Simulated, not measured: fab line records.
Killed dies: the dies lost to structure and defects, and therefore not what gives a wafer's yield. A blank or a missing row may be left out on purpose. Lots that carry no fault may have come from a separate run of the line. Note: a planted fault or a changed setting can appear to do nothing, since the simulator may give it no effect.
Comparing a struck lot with a sound one ; flow nand_harc ; 40 steps out of a route of 1302
Sound: these wafers, L993.1, L993.3, L993.4. Struck: wafers L104.1, L104.3, L104.5. At the end, the cause is stated.
Each step with rows lists, per side, the tool, then ch with its chambers, then its first start. Under that, the readings that differ: sound wafers ; struck wafers ; difference of the means ; sigmas: that difference in standard deviations of wafers without a fault.
alike: words and numbers the same on both sides, and readings whose means are apart by under 2 such deviations; not compared: readings that were withheld, readings missing a value for some wafer, numbers with overlapping values and no deviation given by the record, and bounds like >300 which may hide the same value.
Wherever a step has rows on one side only, a row that says differs or no value, or a row with sigmas, the two part there. When numbers do not overlap yet have no deviation, they are printed without sigmas and do not part them. A reading that every wafer of one side lacks parts them only if that side has two wafers or more.

NHARC_P_CONTACT_DESCUM_17: chemistry O2, time 3 s.
  sound on rie_diel-10 ch 1,2,3, day 6 04:31; struck on rie_diel-12 ch 2,3, day 10 14:41
  alike: drypump_motor_current_A, oes_product_au, rf_vpp_V, showerhead_plenum_p_Torr, throttle_valve_pct
  not compared: rf_hours_counter_h
then, 1 step without rows for these wafers: NHARC_P_CONTACT_ETCH_35 (etches the open film in CF4, target depth 39 nm, time 65 s).
NHARC_P_CONTACT_ETCH_36: etches the open film in N2/H2, target depth 260 nm, time 406.25 s.
  sound on rie_diel-10 ch 0,2,3; struck on rie_diel-12 ch 0,1
  alike: drypump_motor_current_A, h2_flow_sccm, oes_product_au, rf_vpp_V, showerhead_plenum_p_Torr, throttle_valve_pct
  not compared: rf_hours_counter_h
NHARC_P_CONTACT_ETCH_18: etches the open film in C4F8/O2/Ar, target depth 481 nm, time 240.5 s.
  sound on rie_diel-10 ch 0,1,2; struck on rie_diel-12 ch 0,2,3
reading;sound;struck;difference;sigmas
oes_product_au (a.u.);0.920 0.915 0.918;0.956 0.985 0.958;+0.049;+2
  alike: rf_vpp_V
  not compared: rf_hours_counter_h
then, 2 steps without rows for these wafers: NHARC_P_CONTACT_STRIP_37 (strips in C4F8/O2/Ar); NHARC_P_CONTACT_ETCH_31 (etches the open film in CH3F/O2, target depth 30 nm, time 85.7 s).
NHARC_P_CONTACT_CD_MEAS_19:
  sound on cd_sem-03, day 6 05:25; struck on cd_sem-03, day 10 15:34
  alike: cd_nm
then, 5 steps without rows for these wafers: NHARC_P_CONTACT_STRIP_28 (strips in O2); NHARC_P_CONTACT_STRIP_29 (strips in post etch residue remover, time 1200 s); NHARC_P_CONTACT_DEGAS_38 (time 60 s); NHARC_P_CONTACT_PRE_CLEAN_39 (time 19.5 s); NHARC_P_CONTACT_PVD_32 (deposits Ti, target thk 5 nm, time 17.7 s).
NHARC_P_CONTACT_ALD_22: deposits TiN, target thk 3 nm, pulse time 1 s, ald cycles 150.
  sound on ald_metal-03 ch 1,2,3, day 6 06:23; struck on ald_metal-04 ch 1,2, day 10 16:31
  alike: heater_power_w, precursor_pulse_height_rel
then, 1 step without rows for these wafers: NHARC_P_CONTACT_CVD_23 (deposits W, target thk 200 nm, time 557 s).
NHARC_P_CONTACT_CMP_24: polishes, t overpolish 30 s, target thk 200 nm.
  sound on cmp-02 ch 1,2,3, day 6 07:46; struck on cmp-03 ch 1,2,3, day 10 17:26
  alike: motor_current_A, overpolish_run_s, time_to_endpoint_s
then, 11 steps without rows for these wafers: NHARC_P_CONTACT_SRD_26; NHARC_P_M0_DEP_00 (deposits SiOC, target thk 150 nm); NHARC_P_M0_DEHYDRATE_01 (time 120 s); NHARC_P_M0_HMDS_02 (time 30 s); NHARC_P_M0_COAT_33 (time 65 s); NHARC_P_M0_COAT_03 (resist thk 90 nm); NHARC_P_M0_SOFTBAKE_04 (time 55 s); NHARC_P_M0_EBR_05; NHARC_P_M0_EXPOSE_06 (exposes mask P M0, target cd 90 nm); NHARC_P_M0_PEB_07 (peb time 65 s); NHARC_P_M0_DEVELOP_08 (develop time 35 s).
NHARC_P_M0_CD_MEAS_09 targets a cd of 90 nm.
  sound on cd_sem-01 ch 0, day 6 09:04; struck on cd_sem-01 ch 0, day 10 18:42
  alike: cd_nm
NHARC_P_M0_OVL_MEAS_10: pitch 180 nm.
  sound on overlay-02, day 6 09:09; struck on overlay-01, day 10 18:47
reading;sound;struck;difference;sigmas
overlay_y_nm (nm);0.5 -0.5 0.3;-1.6 -2.4 -2.0;-2.1;-2
  alike: overlay_x_nm
NHARC_P_M0_DESCUM_14: chemistry O2, time 3 s.
  sound on rie_diel-03 ch 0,2,3, day 6 09:15; struck on rie_diel-03 ch 1,2, day 10 18:53
  alike: drypump_motor_current_A, oes_product_au, rf_vpp_V, showerhead_plenum_p_Torr, throttle_valve_pct
  not compared: rf_hours_counter_h
then, 2 steps without rows for these wafers: NHARC_P_M0_ETCH_34 (etches the open film in N2/H2, target depth 40 nm, overetch 12 nm, time 43.94 s); NHARC_P_M0_ETCH_15 (etches the open film in C4F8/Ar, target depth 150 nm, overetch 15 nm, time 82.5 s).
NHARC_P_M0_CD_MEAS_16:
  sound on cd_sem-01, day 6 09:33; struck on cd_sem-03, day 10 19:11
  alike: cd_nm
then, 7 steps without rows for these wafers: NHARC_P_M0_STRIP_18 (strips in N2/H2); NHARC_P_M0_STRIP_19 (strips in post etch residue remover, time 600 s); NHARC_P_M0_DEGAS_28 (time 60 s); NHARC_P_M0_PRE_CLEAN_29 (time 30 s); NHARC_P_M0_PVD_20 (deposits TaN, target thk 5 nm, time 8.06 s); NHARC_P_M0_PVD_21 (deposits Cu, target thk 30 nm, time 20.49 s); NHARC_P_M0_ECD_22 (material Cu, target thk 400 nm).
-- jump in the record: it breaks off in module P_M0 and resumes in module END (first step shown: number 1302 of the route), and 19 days separate the struck wafers' starts before and after --
NHARC_END_SORT_01:
  the record has rows for the struck wafers here (prober-01 ch 0, day 29 10:55) and none for the sound ones

== WHERE THEY PART ==
At NHARC_P_CONTACT_ETCH_18 first; at NHARC_END_SORT_01 last (within this record only).

WHY: what had been put in by the simulator
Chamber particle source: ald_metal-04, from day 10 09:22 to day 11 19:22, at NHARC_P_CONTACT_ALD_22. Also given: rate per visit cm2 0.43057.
